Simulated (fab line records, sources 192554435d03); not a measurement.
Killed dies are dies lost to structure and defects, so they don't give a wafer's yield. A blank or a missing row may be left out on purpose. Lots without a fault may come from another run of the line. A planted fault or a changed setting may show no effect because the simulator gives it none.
Split-lot experiment | flow n5_finfet | 7 lots, 39 wafers read, on a route of 1938 steps

THE SPLIT
At N5_BEOL_M6_TRENCH_ETCH_37 (etches SiCOH lowk in C4F6/O2, target depth 94.435 nm, time 31.5 s), the setting time_s was moved away from the recipe's 31.5 s on 15 of the 39 wafers read, by -40.8% to +59.8%. The other wafers ran this setting at the recipe's value.

FROM THE SPLIT TO THE READING: what the file shows between them, 8 steps
- N5_BEOL_M6_ETCH_41: etches SiCN in CH3F/O2, target depth 29.7 nm, time 52 s
- N5_BEOL_M6_STRIP_80: strips in N2/H2, time 10 s
- N5_BEOL_M6_OCD_MEAS_38
- N5_BEOL_M6_HM_STRIP_39: strips TiN in peroxide tin strip, target depth 25 nm, time 158 s
- N5_BEOL_M6_SRD_40: time 30 s
- N5_BEOL_M6_ECD_50: material Cu, target thk 300 nm
- N5_BEOL_M6_ANNEAL_51: time 90 s
- N5_BEOL_M6_CMP_52: polishes, stops on SiCOH lowk, t overpolish 6.9 s, target thk 80 nm

THE READING
M6_THK, in nm, at N5_BEOL_M6_THK_MEAS_53 (measures by xrf). Fault-free wafers of this fab line usually give 79.8 nm, standard deviation 2.4 nm.

wafer  | tool, chamber at the split | time_s as run, s | against the recipe | M6_THK, nm | against lot-mates on the recipe
L074.1 | rie_diel-06, 3             | 31.5             | recipe             | 82.4       | -
L074.2 | rie_diel-06, 1             | 31.5             | recipe             | 84.7       | -
L074.3 | rie_diel-06, 2             | 31.5             | recipe             | 79.5       | -
L074.4 | rie_diel-06, 0             | 31.5             | recipe             | 85.2       | -
L074.5 | rie_diel-06, 3             | 31.5             | recipe             | 82.4       | -
L074.6 | rie_diel-06, 2             | 31.5             | recipe             | 79.4       | -
L081.2 | rie_diel-01, 2             | 31.5             | recipe             | 80.1       | -
L081.3 | rie_diel-01, 1             | 31.5             | recipe             | 77.3       | -
L081.4 | rie_diel-01, 3             | 31.5             | recipe             | 77.8       | -
L082.1 | rie_diel-06, 1             | 31.5             | recipe             | 83.2       | -
L082.2 | rie_diel-06, 3             | 31.5             | recipe             | 82.0       | -
L082.3 | rie_diel-06, 0             | 43.99            | +39.7%             | 120.1      | +38.2
L082.4 | rie_diel-06, 2             | 43.99            | +39.7%             | 116.5      | +34.6
L082.5 | rie_diel-06, 2             | 31.5             | recipe             | 80.4       | -
L082.6 | rie_diel-06, 3             | 43.99            | +39.7%             | 120.2      | +38.3
L087.1 | rie_diel-02, 3             | 31.5             | recipe             | 80.6       | -
L087.2 | rie_diel-02, 2             | 38.58            | +22.5%             | 101.1      | +20.3
L087.3 | rie_diel-02, 1             | 38.58            | +22.5%             | 98.0       | +17.2
L087.4 | rie_diel-02, 0             | 31.5             | recipe             | 81.8       | -
L087.5 | rie_diel-02, 2             | 31.5             | recipe             | 79.9       | -
L087.6 | rie_diel-02, 1             | 38.58            | +22.5%             | 100.0      | +19.2
L088.1 | rie_diel-02, 2             | 31.5             | recipe             | 81.9       | -
L088.2 | rie_diel-02, 1             | 31.5             | recipe             | 80.3       | -
L088.3 | rie_diel-02, 3             | 31.5             | recipe             | 82.7       | -
L088.4 | rie_diel-02, 0             | 45.46            | +44.3%             | 122.2      | +40.6
L088.5 | rie_diel-02, 2             | 45.46            | +44.3%             | 124.5      | +42.9
L088.6 | rie_diel-02, 1             | 45.46            | +44.3%             | 122.3      | +40.7
L092.1 | rie_diel-01, 0             | 31.5             | recipe             | 78.8       | -
L092.2 | rie_diel-01, 3             | 50.35            | +59.8%             | 134.1      | +56.1
L092.3 | rie_diel-01, 1             | 50.35            | +59.8%             | 134.9      | +56.9
L092.4 | rie_diel-01, 2             | 31.5             | recipe             | 77.3       | -
L092.5 | rie_diel-01, 1             | 50.35            | +59.8%             | 132.8      | +54.8
L092.6 | rie_diel-01, 2             | 31.5             | recipe             | 77.9       | -
L093.1 | rie_diel-02, 2             | 31.5             | recipe             | 82.4       | -
L093.2 | rie_diel-02, 1             | 18.64            | -40.8%             | 41.5       | -39.8
L093.3 | rie_diel-02, 3             | 31.5             | recipe             | 80.2       | -
L093.4 | rie_diel-02, 0             | 31.5             | recipe             | 81.3       | -
L093.5 | rie_diel-02, 1             | 18.64            | -40.8%             | 41.9       | -39.4
L093.6 | rie_diel-02, 0             | 18.64            | -40.8%             | 45.0       | -36.3

THE FIT
A straight line over all 39 wafers: M6_THK changes by +0.92 nm for each +1% of time_s; r = +1.00; the points scatter about the line by 2.1 nm.
The same after taking each lot's own level away (the mean of its wafers on the recipe; 39 wafers): +0.933 nm for each +1%; r = +1.00; scatter 1.5 nm.
On that fit, the largest move of time_s shifts the reading by 56 nm.
The lots' own levels span 78.00 to 82.27 nm, that is 1.8 times the standard deviation above.
So the lot-to-lot level changes the slope little: the two slopes agree.
Check: with one of the wafers moved furthest among these (+59.8%) left out of the fit, the line predicts +55.6 nm for it against its lot-mates. It came out at +56.1 nm against them.

THE WHOLE CHAIN: every reading that the file lists as answering this split, in the file's order
step                      | what it does                                                        | reading                                                                          | change (the file's fit)                                                              | r (the file's)
N5_BEOL_M6_TRENCH_ETCH_37 | etches SiCOH lowk in C4F6/O2, target depth 94.435 nm, time 31.5 s   | etch.depth_nm (the simulator's own value, which no gauge read)                   | +0.951 nm for each +1% of the setting                                                | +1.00
N5_BEOL_M6_TRENCH_ETCH_37 | etches SiCOH lowk in C4F6/O2, target depth 94.435 nm, time 31.5 s   | BEOL_M6.feature_depth_nm (the simulator's own value, which no gauge read)        | +0.951 nm for each +1% of the setting                                                | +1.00
N5_BEOL_M6_TRENCH_ETCH_37 | etches SiCOH lowk in C4F6/O2, target depth 94.435 nm, time 31.5 s   | TiN_of_BEOL_M6_HM_DEP_02.thk_nm (the simulator's own value, which no gauge read) | -0.0282 nm for each +1% of the setting                                               | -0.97
N5_BEOL_M6_OCD_MEAS_38    |                                                                     | trench_depth_nm                                                                  | +0.952 nm for each +1% of the setting                                                | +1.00
N5_BEOL_M6_CMP_52         | polishes, stops on SiCOH lowk, t overpolish 6.9 s, target thk 80 nm | Cu_of_BEOL_M6_ECD_50.thk_nm (the simulator's own value, which no gauge read)     | +0.944 nm for each +1% of the setting                                                | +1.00
N5_BEOL_M6_THK_MEAS_53    | measures by xrf                                                     | M6_THK                                                                           | +0.931 for each +1% of the setting                                                   | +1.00
N5_BEOL_M6_RS_MEAS_57     | measures by four-point-probe                                        | M6_RS                                                                            | not straight: 0.611 at the lowest setting, 0.279 at the recipe, 0.156 at the highest | not given

THE FILE'S OWN FIT
M6_THK changes by +0.931 nm for each +1% of time_s, r = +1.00.
